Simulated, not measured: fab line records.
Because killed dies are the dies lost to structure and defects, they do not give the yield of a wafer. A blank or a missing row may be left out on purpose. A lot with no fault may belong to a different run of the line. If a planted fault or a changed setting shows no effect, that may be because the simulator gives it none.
Chamber matching -- flow n5-finfet -- rie-diel-04 running N5_BEOL_M5_ETCH_75: 4 sister chambers
The step etches underlayer in N2/H2, target depth 6.5 nm, time 5.2 s. 14 wafers are shown with their chamber, then 7 later ones without.

## WAFERS WITH THEIR CHAMBER
wafer,chamber,drypump-motor-current-A (A),showerhead-plenum-p-Torr (Torr),throttle-valve-pct (%)
L074.2,3,5.4,2.50,17.80
L074.5,0,6.5,2.67,18.06
L074.6,3,5.4,2.50,17.81
L077.1,1,6.6,2.51,17.54
L077.4,3,5.4,2.50,17.83
L077.6,0,6.6,2.67,18.10
L081.3,0,6.6,2.67,18.09
L081.5,1,6.5,2.51,17.57
L081.6,2,5.6,2.56,17.54
L084.1,0,6.5,2.67,18.10
L084.2,1,6.5,2.50,17.55
L084.5,2,5.6,2.55,17.62
L091.2,2,5.6,2.55,17.61
L091.4,0,6.6,2.66,18.14

SIGNATURES, as means of the wafers listed above
reading,chamber 0,chamber 1,chamber 2,chamber 3,scatter within a chamber
drypump-motor-current-A,6.560,6.533,5.600,5.400,0.0432
showerhead-plenum-p-Torr,2.6680,2.5067,2.5533,2.5000,0.00462
throttle-valve-pct,18.0980,17.5533,17.5900,17.8133,0.0283
Rule: for each reading, subtract the chamber's mean from the wafer's reading, divide by that reading's scatter and square the result; add these up over the readings and take the root, which gives the wafer's distance from the chamber. The wafer belongs to the nearest chamber; if the next one is less than 2 further off, it can't be placed. How the scatter is found: for the shown wafers, subtract from each reading the mean of its chamber, square and add these, divide the total by (wafers less chambers), then take the root.

## WAFERS WHOSE CHAMBER IS MISSING
wafer,drypump-motor-current-A (A),showerhead-plenum-p-Torr (Torr),throttle-valve-pct (%)
L091.5,6.5,2.50,17.57
L093.1,6.6,2.66,18.13
L093.4,5.4,2.48,17.88
L093.6,5.4,2.48,17.87
L095.3,5.4,2.48,17.89
L095.5,6.5,2.66,18.14
L095.6,5.4,2.48,17.87

## WHICH CHAMBER EACH WENT THROUGH
wafer,from the rows above,in truth
L091.5,1,1
L093.1,0,0
L093.4,3,3
L093.6,3,3
L095.3,3,3
L095.5,0,0
L095.6,3,3
Correctly placed: 7 of 7. Can't be placed from these rows: 0. Wrongly placed: 0.
